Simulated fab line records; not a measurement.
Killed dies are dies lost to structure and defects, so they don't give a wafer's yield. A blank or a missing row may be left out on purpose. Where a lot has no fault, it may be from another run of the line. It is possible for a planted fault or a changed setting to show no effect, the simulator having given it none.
Which of the tools did it? || flow n5 finfet || 21 lots with 63 wafers sampled at 4 steps, on a route of 1938 steps

## WHAT THE GAUGES SHOWED, per wafer
N5_BEOL_M10_CD_MEAS_11 targets a cd of 64.1 nm.
{"lot": "L074", "measured": "day 9 22:10", "on": "cd sem-01", "cd nm (nm)": "63.5 64.0 64.3"}
{"lot": "L075", "measured": "day 10 05:34", "on": "cd sem-01", "cd nm (nm)": "63.7 65.1 63.6"}
{"lot": "L076", "measured": "day 10 18:14", "on": "cd sem-03", "cd nm (nm)": "62.8 63.9 63.9"}
{"lot": "L077", "measured": "day 11 04:41", "on": "cd sem-02", "cd nm (nm)": "64.1 63.6 64.0"}
{"lot": "L079", "measured": "day 11 13:07", "on": "cd sem-01", "cd nm (nm)": "63.6 64.2 63.8"}
{"lot": "L080", "measured": "day 11 16:51", "on": "cd sem-03", "cd nm (nm)": "64.4 64.0 64.6"}
{"lot": "L081", "measured": "day 11 20:50", "on": "cd sem-02", "cd nm (nm)": "64.1 63.7 63.7"}
{"lot": "L082", "measured": "day 12 07:53", "on": "cd sem-02", "cd nm (nm)": "64.0 63.8 64.0"}
{"lot": "L084", "measured": "day 13 01:22", "on": "cd sem-01", "cd nm (nm)": "63.8 63.3 63.7"}
{"lot": "L083", "measured": "day 12 21:42", "on": "cd sem-02", "cd nm (nm)": "65.3 64.6 65.1"}
{"lot": "L087", "measured": "day 13 06:02", "on": "cd sem-03", "cd nm (nm)": "64.4 64.3 65.0"}
{"lot": "L086", "measured": "day 13 09:44", "on": "cd sem-03", "cd nm (nm)": "63.8 64.6 64.2"}
{"lot": "L090", "measured": "day 14 00:44", "on": "cd sem-02", "cd nm (nm)": "63.6 63.8 64.1"}
{"lot": "L088", "measured": "day 14 03:48", "on": "cd sem-02", "cd nm (nm)": "64.6 64.9 64.7"}
{"lot": "L089", "measured": "day 14 15:23", "on": "cd sem-02", "cd nm (nm)": "64.6 64.2 64.4"}
{"lot": "L092", "measured": "day 14 20:39", "on": "cd sem-01", "cd nm (nm)": "63.7 63.5 63.3"}
{"lot": "L093", "measured": "day 15 00:37", "on": "cd sem-02", "cd nm (nm)": "62.3 62.8 63.0"}
{"lot": "L094", "measured": "day 15 07:18", "on": "cd sem-02", "cd nm (nm)": "64.4 64.6 64.2"}
{"lot": "L095", "measured": "day 15 17:27", "on": "cd sem-03", "cd nm (nm)": "64.3 64.6 63.6"}
{"lot": "L096", "measured": "day 15 20:30", "on": "cd sem-02", "cd nm (nm)": "65.1 63.9 63.9"}
{"lot": "L097", "measured": "day 16 07:46", "on": "cd sem-03", "cd nm (nm)": "63.9 64.0 63.4"}

## EACH LOT AND THE TOOL THAT RAN IT (in order: tool; ch and the chambers of the sampled wafers; start)
{"lot": "L074", "N5_BEOL_M9_ETCH_65": "rie diel-06 ch 2,3, day 9 15:10", "N5_BEOL_M9_TRENCH_ETCH_37": "rie diel-06 ch 2,3, day 9 16:38 or earlier", "N5_BEOL_M9_ALD_74": "ald metal-03 ch 0,2,3, day 9 16:38"}
{"lot": "L075", "N5_BEOL_M9_ETCH_65": "rie diel-06 ch 1,2,3, day 9 20:49", "N5_BEOL_M9_TRENCH_ETCH_37": "rie diel-06 ch 1,2,3, day 9 23:12 or earlier", "N5_BEOL_M9_ALD_74": "ald metal-03 ch 0,1,3, day 9 23:12"}
{"lot": "L076", "N5_BEOL_M9_ETCH_65": "rie diel-06 ch 0,2, day 10 10:30", "N5_BEOL_M9_TRENCH_ETCH_37": "rie diel-06 ch 0,2, day 10 11:56 or earlier", "N5_BEOL_M9_ALD_74": "ald metal-02 ch 0,1,3, day 10 11:56"}
{"lot": "L077", "N5_BEOL_M9_ETCH_65": "rie diel-04 ch 0,1,3, day 10 23:41", "N5_BEOL_M9_TRENCH_ETCH_37": "rie diel-04 ch 0,1,3, day 11 00:52 or earlier", "N5_BEOL_M9_ALD_74": "ald metal-03 ch 0,2,3, day 11 00:52"}
{"lot": "L079", "N5_BEOL_M9_ETCH_65": "rie diel-06 ch 0,2, day 11 06:48", "N5_BEOL_M9_TRENCH_ETCH_37": "rie diel-06 ch 0,2, day 11 08:22 or earlier", "N5_BEOL_M9_ALD_74": "ald metal-03 ch 1,3, day 11 08:22"}
{"lot": "L080", "N5_BEOL_M9_ETCH_65": "rie diel-06 ch 1,3, day 11 11:38", "N5_BEOL_M9_TRENCH_ETCH_37": "rie diel-06 ch 1,3, day 11 12:47 or earlier", "N5_BEOL_M9_ALD_74": "ald metal-03 ch 2,3, day 11 12:47"}
{"lot": "L081", "N5_BEOL_M9_ETCH_65": "rie diel-06 ch 2,3, day 11 15:29", "N5_BEOL_M9_TRENCH_ETCH_37": "rie diel-06 ch 2,3, day 11 16:35 or earlier", "N5_BEOL_M9_ALD_74": "ald metal-02 ch 0,1,2, day 11 16:35"}
{"lot": "L082", "N5_BEOL_M9_ETCH_65": "rie diel-04 ch 1,3, day 12 00:56", "N5_BEOL_M9_TRENCH_ETCH_37": "rie diel-04 ch 1,3, day 12 03:15 or earlier", "N5_BEOL_M9_ALD_74": "ald metal-01 ch 1,2,3, day 12 03:15"}
{"lot": "L084", "N5_BEOL_M9_ETCH_65": "rie diel-04 ch 0,1,3, day 12 17:19", "N5_BEOL_M9_TRENCH_ETCH_37": "rie diel-04 ch 0,1,3, day 12 18:40 or earlier", "N5_BEOL_M9_ALD_74": "ald metal-02 ch 0,2,3, day 12 18:40"}
{"lot": "L083", "N5_BEOL_M9_ETCH_65": "rie diel-03 ch 0,2,3, day 12 17:29", "N5_BEOL_M9_TRENCH_ETCH_37": "rie diel-03 ch 0,2,3, day 12 18:34 or earlier", "N5_BEOL_M9_ALD_74": "ald metal-03 ch 2,3, day 12 18:34"}
{"lot": "L087", "N5_BEOL_M9_ETCH_65": "rie diel-06 ch 0,3, day 13 00:43", "N5_BEOL_M9_TRENCH_ETCH_37": "rie diel-06 ch 0,3, day 13 01:54 or earlier", "N5_BEOL_M9_ALD_74": "ald metal-02 ch 0,1, day 13 01:54"}
{"lot": "L086", "N5_BEOL_M9_ETCH_65": "rie diel-03 ch 1,2,3, day 13 04:10", "N5_BEOL_M9_TRENCH_ETCH_37": "rie diel-03 ch 1,2,3, day 13 05:19 or earlier", "N5_BEOL_M9_ALD_74": "ald metal-02 ch 1,3, day 13 05:19"}
{"lot": "L090", "N5_BEOL_M9_ETCH_65": "rie diel-06 ch 2,3, day 13 18:30", "N5_BEOL_M9_TRENCH_ETCH_37": "rie diel-06 ch 2,3, day 13 19:38 or earlier", "N5_BEOL_M9_ALD_74": "ald metal-03 ch 1,3, day 13 19:38"}
{"lot": "L088", "N5_BEOL_M9_ETCH_65": "rie diel-06 ch 0,2, day 13 22:05", "N5_BEOL_M9_TRENCH_ETCH_37": "rie diel-06 ch 0,2, day 13 23:31 or earlier", "N5_BEOL_M9_ALD_74": "ald metal-02 ch 0,1,2, day 13 23:31"}
{"lot": "L089", "N5_BEOL_M9_ETCH_65": "rie diel-06 ch 0,1,3, day 14 10:31", "N5_BEOL_M9_TRENCH_ETCH_37": "rie diel-06 ch 0,1,3, day 14 11:45 or earlier", "N5_BEOL_M9_ALD_74": "ald metal-01 ch 0,2,3, day 14 11:45"}
{"lot": "L092", "N5_BEOL_M9_ETCH_65": "rie diel-06 ch 0,1, day 14 14:21", "N5_BEOL_M9_TRENCH_ETCH_37": "rie diel-06 ch 0,1, day 14 16:07 or earlier", "N5_BEOL_M9_ALD_74": "ald metal-02 ch 1,3, day 14 16:07"}
{"lot": "L093", "N5_BEOL_M9_ETCH_65": "rie diel-03 ch 1,2,3, day 14 17:01", "N5_BEOL_M9_TRENCH_ETCH_37": "rie diel-03 ch 1,2,3, day 14 20:01 or earlier", "N5_BEOL_M9_ALD_74": "ald metal-01 ch 0,2,3, day 14 20:01"}
{"lot": "L094", "N5_BEOL_M9_ETCH_65": "rie diel-06 ch 1,2, day 15 01:47", "N5_BEOL_M9_TRENCH_ETCH_37": "rie diel-06 ch 1,2, day 15 04:16 or earlier", "N5_BEOL_M9_ALD_74": "ald metal-02 ch 0,1,3, day 15 04:16"}
{"lot": "L095", "N5_BEOL_M9_ETCH_65": "rie diel-04 ch 2,3, day 15 11:52", "N5_BEOL_M9_TRENCH_ETCH_37": "rie diel-04 ch 2,3, day 15 13:20 or earlier", "N5_BEOL_M9_ALD_74": "ald metal-01 ch 0,1,3, day 15 13:20"}
{"lot": "L096", "N5_BEOL_M9_ETCH_65": "rie diel-04 ch 0,1,2, day 15 13:47", "N5_BEOL_M9_TRENCH_ETCH_37": "rie diel-04 ch 0,1,2, day 15 16:34 or earlier", "N5_BEOL_M9_ALD_74": "ald metal-03 ch 1,2,3, day 15 16:34"}
{"lot": "L097", "N5_BEOL_M9_ETCH_65": "rie diel-04 ch 0,1,3, day 15 22:35", "N5_BEOL_M9_TRENCH_ETCH_37": "rie diel-04 ch 0,1,3, day 16 02:56 or earlier", "N5_BEOL_M9_ALD_74": "ald metal-02 ch 1,2,3, day 16 02:56"}
- N5_BEOL_M9_ETCH_65: etches SiARC in CF4, target depth 15.6 nm, time 26 s.
- N5_BEOL_M9_TRENCH_ETCH_37: etches SiCOH lowk in C4F6/O2, target depth 151.43 nm, time 49 s.
- N5_BEOL_M9_ALD_74: deposits TaN, target thk 2 nm, pulse time 2 s, purge time 3 s.

## WHAT THE TOOLS THEMSELVES READ (means of the sampled wafers that have a number; where no wafer has one, the mark that the record gives instead)
N5_BEOL_M9_ETCH_65.
{"lot": "L074", "tool": "rie diel-06", "cf4 flow sccm (sccm)": 100.11, "drypump motor current A (A)": 5.4, "etch rf on time s (s)": 25.7, "oes product au (a.u.)": 0.72, "rf vpp V (V)": 185.1, "showerhead plenum p Torr (Torr)": 2.17, "throttle valve pct (%)": 15.60}
{"lot": "L075", "tool": "rie diel-06", "cf4 flow sccm (sccm)": 100.10, "drypump motor current A (A)": 5.6, "etch rf on time s (s)": 26.1, "oes product au (a.u.)": 0.68, "rf vpp V (V)": 184.5, "showerhead plenum p Torr (Torr)": 2.15, "throttle valve pct (%)": 15.70}
{"lot": "L076", "tool": "rie diel-06", "cf4 flow sccm (sccm)": 99.68, "drypump motor current A (A)": 5.5, "etch rf on time s (s)": 25.9, "oes product au (a.u.)": 0.62, "rf vpp V (V)": 184.8, "showerhead plenum p Torr (Torr)": 2.18, "throttle valve pct (%)": 15.75}
{"lot": "L077", "tool": "rie diel-04", "cf4 flow sccm (sccm)": 100.14, "drypump motor current A (A)": 5.7, "etch rf on time s (s)": 25.5, "oes product au (a.u.)": 0.67, "rf vpp V (V)": 184.5, "showerhead plenum p Torr (Torr)": 2.15, "throttle valve pct (%)": 15.66}
{"lot": "L079", "tool": "rie diel-06", "cf4 flow sccm (sccm)": 100.11, "drypump motor current A (A)": 5.4, "etch rf on time s (s)": 26.1, "oes product au (a.u.)": 0.65, "rf vpp V (V)": 184.7, "showerhead plenum p Torr (Torr)": 2.17, "throttle valve pct (%)": 15.79}
{"lot": "L080", "tool": "rie diel-06", "cf4 flow sccm (sccm)": 99.90, "drypump motor current A (A)": 5.9, "etch rf on time s (s)": 26.1, "oes product au (a.u.)": 0.65, "rf vpp V (V)": 184.1, "showerhead plenum p Torr (Torr)": 2.13, "throttle valve pct (%)": 15.83}
{"lot": "L081", "tool": "rie diel-06", "cf4 flow sccm (sccm)": 100.10, "drypump motor current A (A)": 5.4, "etch rf on time s (s)": 25.6, "oes product au (a.u.)": 0.71, "rf vpp V (V)": 184.0, "showerhead plenum p Torr (Torr)": 2.17, "throttle valve pct (%)": 15.61}
{"lot": "L082", "tool": "rie diel-04", "cf4 flow sccm (sccm)": 100.01, "drypump motor current A (A)": 5.5, "etch rf on time s (s)": 26.1, "oes product au (a.u.)": 0.60, "rf vpp V (V)": 185.4, "showerhead plenum p Torr (Torr)": 2.18, "throttle valve pct (%)": 15.72}
{"lot": "L084", "tool": "rie diel-04", "cf4 flow sccm (sccm)": 100.07, "drypump motor current A (A)": 5.8, "etch rf on time s (s)": 25.8, "oes product au (a.u.)": 0.66, "rf vpp V (V)": 183.4, "showerhead plenum p Torr (Torr)": 2.15, "throttle valve pct (%)": 15.69}
{"lot": "L083", "tool": "rie diel-03", "cf4 flow sccm (sccm)": 100.04, "drypump motor current A (A)": 6.1, "etch rf on time s (s)": 25.4, "oes product au (a.u.)": 0.71, "rf vpp V (V)": 184.3, "showerhead plenum p Torr (Torr)": 2.13, "throttle valve pct (%)": 15.38}
{"lot": "L087", "tool": "rie diel-06", "cf4 flow sccm (sccm)": 100.21, "drypump motor current A (A)": 5.7, "etch rf on time s (s)": 25.8, "oes product au (a.u.)": 0.77, "rf vpp V (V)": 184.6, "showerhead plenum p Torr (Torr)": 2.19, "throttle valve pct (%)": 15.23}
{"lot": "L086", "tool": "rie diel-03", "cf4 flow sccm (sccm)": 99.83, "drypump motor current A (A)": 6.2, "etch rf on time s (s)": 25.7, "oes product au (a.u.)": 0.66, "rf vpp V (V)": 184.5, "showerhead plenum p Torr (Torr)": 2.18, "throttle valve pct (%)": 15.71}
{"lot": "L090", "tool": "rie diel-06", "cf4 flow sccm (sccm)": 100.19, "drypump motor current A (A)": 5.4, "etch rf on time s (s)": 25.3, "oes product au (a.u.)": 0.69, "rf vpp V (V)": 184.2, "showerhead plenum p Torr (Torr)": 2.16, "throttle valve pct (%)": 15.65}
{"lot": "L088", "tool": "rie diel-06", "cf4 flow sccm (sccm)": 99.89, "drypump motor current A (A)": 5.4, "etch rf on time s (s)": 25.7, "oes product au (a.u.)": 0.70, "rf vpp V (V)": 184.6, "showerhead plenum p Torr (Torr)": 2.16, "throttle valve pct (%)": 15.67}
{"lot": "L089", "tool": "rie diel-06", "cf4 flow sccm (sccm)": 100.55, "drypump motor current A (A)": 5.8, "etch rf on time s (s)": 25.8, "oes product au (a.u.)": 0.77, "rf vpp V (V)": 184.2, "showerhead plenum p Torr (Torr)": 2.15, "throttle valve pct (%)": 15.39}
{"lot": "L092", "tool": "rie diel-06", "cf4 flow sccm (sccm)": 99.56, "drypump motor current A (A)": 5.8, "etch rf on time s (s)": 25.9, "oes product au (a.u.)": 0.78, "rf vpp V (V)": 184.3, "showerhead plenum p Torr (Torr)": 2.16, "throttle valve pct (%)": 15.41}
{"lot": "L093", "tool": "rie diel-03", "cf4 flow sccm (sccm)": 100.08, "drypump motor current A (A)": 6.2, "etch rf on time s (s)": 26.1, "oes product au (a.u.)": 0.65, "rf vpp V (V)": 184.4, "showerhead plenum p Torr (Torr)": 2.17, "throttle valve pct (%)": 15.73}
{"lot": "L094", "tool": "rie diel-06", "cf4 flow sccm (sccm)": 99.93, "drypump motor current A (A)": 5.7, "etch rf on time s (s)": 25.8, "oes product au (a.u.)": 0.77, "rf vpp V (V)": 183.5, "showerhead plenum p Torr (Torr)": 2.12, "throttle valve pct (%)": 15.76}
{"lot": "L095", "tool": "rie diel-04", "cf4 flow sccm (sccm)": 99.74, "drypump motor current A (A)": 5.5, "etch rf on time s (s)": 25.8, "oes product au (a.u.)": 0.65, "rf vpp V (V)": 182.6, "showerhead plenum p Torr (Torr)": 2.09, "throttle valve pct (%)": 15.66}
{"lot": "L096", "tool": "rie diel-04", "cf4 flow sccm (sccm)": 100.07, "drypump motor current A (A)": 5.8, "etch rf on time s (s)": 25.5, "oes product au (a.u.)": 0.75, "rf vpp V (V)": 183.6, "showerhead plenum p Torr (Torr)": 2.11, "throttle valve pct (%)": 15.55}
{"lot": "L097", "tool": "rie diel-04", "cf4 flow sccm (sccm)": 99.86, "drypump motor current A (A)": 5.8, "etch rf on time s (s)": 25.4, "oes product au (a.u.)": 0.73, "rf vpp V (V)": 184.1, "showerhead plenum p Torr (Torr)": 2.14, "throttle valve pct (%)": 15.57}

N5_BEOL_M9_TRENCH_ETCH_37.
{"lot": "L074", "tool": "rie diel-06", "drypump motor current A (A)": 5.4, "oes product au (a.u.)": 0.84, "rf vpp V (V)": 669, "showerhead plenum p Torr (Torr)": 2.87, "throttle valve pct (%)": 20.88}
{"lot": "L075", "tool": "rie diel-06", "drypump motor current A (A)": 5.6, "oes product au (a.u.)": 0.81, "rf vpp V (V)": 670, "showerhead plenum p Torr (Torr)": 2.86, "throttle valve pct (%)": 21.00}
{"lot": "L076", "tool": "rie diel-06", "drypump motor current A (A)": 5.5, "oes product au (a.u.)": 0.73, "rf vpp V (V)": 674, "showerhead plenum p Torr (Torr)": 2.89, "throttle valve pct (%)": 20.99}
{"lot": "L077", "tool": "rie diel-04", "drypump motor current A (A)": 5.8, "oes product au (a.u.)": 0.78, "rf vpp V (V)": 663, "showerhead plenum p Torr (Torr)": 2.86, "throttle valve pct (%)": 20.99}
{"lot": "L079", "tool": "rie diel-06", "drypump motor current A (A)": 5.4, "oes product au (a.u.)": 0.76, "rf vpp V (V)": 674, "showerhead plenum p Torr (Torr)": 2.87, "throttle valve pct (%)": 21.05}
{"lot": "L080", "tool": "rie diel-06", "drypump motor current A (A)": 5.9, "oes product au (a.u.)": 0.75, "rf vpp V (V)": 670, "showerhead plenum p Torr (Torr)": 2.84, "throttle valve pct (%)": 21.14}
{"lot": "L081", "tool": "rie diel-06", "drypump motor current A (A)": 5.4, "oes product au (a.u.)": 0.83, "rf vpp V (V)": 668, "showerhead plenum p Torr (Torr)": 2.86, "throttle valve pct (%)": 20.89}
{"lot": "L082", "tool": "rie diel-04", "drypump motor current A (A)": 5.5, "oes product au (a.u.)": 0.70, "rf vpp V (V)": 661, "showerhead plenum p Torr (Torr)": 2.90, "throttle valve pct (%)": 20.99}
{"lot": "L084", "tool": "rie diel-04", "drypump motor current A (A)": 5.8, "oes product au (a.u.)": 0.77, "rf vpp V (V)": 663, "showerhead plenum p Torr (Torr)": 2.85, "throttle valve pct (%)": 21.00}
{"lot": "L083", "tool": "rie diel-03", "drypump motor current A (A)": 6.1, "oes product au (a.u.)": 0.82, "rf vpp V (V)": 657, "showerhead plenum p Torr (Torr)": 2.83, "throttle valve pct (%)": 20.68}
{"lot": "L087", "tool": "rie diel-06", "drypump motor current A (A)": 5.8, "oes product au (a.u.)": 0.90, "rf vpp V (V)": 668, "showerhead plenum p Torr (Torr)": 2.90, "throttle valve pct (%)": 20.55}
{"lot": "L086", "tool": "rie diel-03", "drypump motor current A (A)": 6.3, "oes product au (a.u.)": 0.78, "rf vpp V (V)": 662, "showerhead plenum p Torr (Torr)": 2.89, "throttle valve pct (%)": 21.02}
{"lot": "L090", "tool": "rie diel-06", "drypump motor current A (A)": 5.4, "oes product au (a.u.)": 0.80, "rf vpp V (V)": 669, "showerhead plenum p Torr (Torr)": 2.86, "throttle valve pct (%)": 20.92}
{"lot": "L088", "tool": "rie diel-06", "drypump motor current A (A)": 5.4, "oes product au (a.u.)": 0.82, "rf vpp V (V)": 675, "showerhead plenum p Torr (Torr)": 2.86, "throttle valve pct (%)": 20.95}
{"lot": "L089", "tool": "rie diel-06", "drypump motor current A (A)": 5.8, "oes product au (a.u.)": 0.91, "rf vpp V (V)": 668, "showerhead plenum p Torr (Torr)": 2.86, "throttle valve pct (%)": 20.75}
{"lot": "L092", "tool": "rie diel-06", "drypump motor current A (A)": 5.8, "oes product au (a.u.)": 0.92, "rf vpp V (V)": 674, "showerhead plenum p Torr (Torr)": 2.87, "throttle valve pct (%)": 20.79}
{"lot": "L093", "tool": "rie diel-03", "drypump motor current A (A)": 6.2, "oes product au (a.u.)": 0.76, "rf vpp V (V)": 663, "showerhead plenum p Torr (Torr)": 2.88, "throttle valve pct (%)": 21.03}
{"lot": "L094", "tool": "rie diel-06", "drypump motor current A (A)": 5.7, "oes product au (a.u.)": 0.91, "rf vpp V (V)": 677, "showerhead plenum p Torr (Torr)": 2.81, "throttle valve pct (%)": 21.15}
{"lot": "L095", "tool": "rie diel-04", "drypump motor current A (A)": 5.5, "oes product au (a.u.)": 0.76, "rf vpp V (V)": 660, "showerhead plenum p Torr (Torr)": 2.77, "throttle valve pct (%)": 20.96}
{"lot": "L096", "tool": "rie diel-04", "drypump motor current A (A)": 5.8, "oes product au (a.u.)": 0.88, "rf vpp V (V)": 658, "showerhead plenum p Torr (Torr)": 2.81, "throttle valve pct (%)": 20.91}
{"lot": "L097", "tool": "rie diel-04", "drypump motor current A (A)": 5.8, "oes product au (a.u.)": 0.86, "rf vpp V (V)": 663, "showerhead plenum p Torr (Torr)": 2.84, "throttle valve pct (%)": 20.92}

N5_BEOL_M9_ALD_74.
{"lot": "L074", "tool": "ald metal-03", "heater power w (W)": 428, "precursor vessel temp c (C)": 74.93}
{"lot": "L075", "tool": "ald metal-03", "heater power w (W)": 382, "precursor vessel temp c (C)": 74.97}
{"lot": "L076", "tool": "ald metal-02", "heater power w (W)": 466, "precursor vessel temp c (C)": 74.98}
{"lot": "L077", "tool": "ald metal-03", "heater power w (W)": 430, "precursor vessel temp c (C)": 75.02}
{"lot": "L079", "tool": "ald metal-03", "heater power w (W)": 366, "precursor vessel temp c (C)": 74.89}
{"lot": "L080", "tool": "ald metal-03", "heater power w (W)": 407, "precursor vessel temp c (C)": 74.97}
{"lot": "L081", "tool": "ald metal-02", "heater power w (W)": 442, "precursor vessel temp c (C)": 74.92}
{"lot": "L082", "tool": "ald metal-01", "heater power w (W)": 438, "precursor vessel temp c (C)": 75.10}
{"lot": "L084", "tool": "ald metal-02", "heater power w (W)": 419, "precursor vessel temp c (C)": 75.06}
{"lot": "L083", "tool": "ald metal-03", "heater power w (W)": 408, "precursor vessel temp c (C)": 74.96}
{"lot": "L087", "tool": "ald metal-02", "heater power w (W)": 467, "precursor vessel temp c (C)": 74.91}
{"lot": "L086", "tool": "ald metal-02", "heater power w (W)": 487, "precursor vessel temp c (C)": 75.01}
{"lot": "L090", "tool": "ald metal-03", "heater power w (W)": 373, "precursor vessel temp c (C)": 74.90}
{"lot": "L088", "tool": "ald metal-02", "heater power w (W)": 436, "precursor vessel temp c (C)": 74.99}
{"lot": "L089", "tool": "ald metal-01", "heater power w (W)": 433, "precursor vessel temp c (C)": 74.98}
{"lot": "L092", "tool": "ald metal-02", "heater power w (W)": 501, "precursor vessel temp c (C)": 74.96}
{"lot": "L093", "tool": "ald metal-01", "heater power w (W)": 426, "precursor vessel temp c (C)": 75.09}
{"lot": "L094", "tool": "ald metal-02", "heater power w (W)": 477, "precursor vessel temp c (C)": 74.95}
{"lot": "L095", "tool": "ald metal-01", "heater power w (W)": 440, "precursor vessel temp c (C)": 74.94}
{"lot": "L096", "tool": "ald metal-03", "heater power w (W)": 386, "precursor vessel temp c (C)": 75.02}
{"lot": "L097", "tool": "ald metal-02", "heater power w (W)": 443, "precursor vessel temp c (C)": 75.04}

## THE ANSWER, worked out from the rows above alone
Rule: usual is defined by the lots themselves. Put in order of their means at a reading, lots are off if they are a third of the lots or fewer, leave a main group of 4 or more, and stand apart from it by a gap of 3 or more times the standard deviation of the main group's means; of several such gaps the widest counts. A main group whose means are all the same, to the digits that the tables above print for the reading, isn't used. Also off: a lot with no number at a reading for which 4 or more lots have one. Where the step has rows for the other lots, those lots are counted as sound. Order of review: gauges by route order, followed by the tools' own readings, for which a lot's mean as printed above is used. The first step at which some lot is off is used, and at that step the reading that is off furthest; a lot without a number counts as furthest.
None of the lots is off at any reading shown; this tells nothing.

## WHAT THE SIMULATOR HAD PUT IN
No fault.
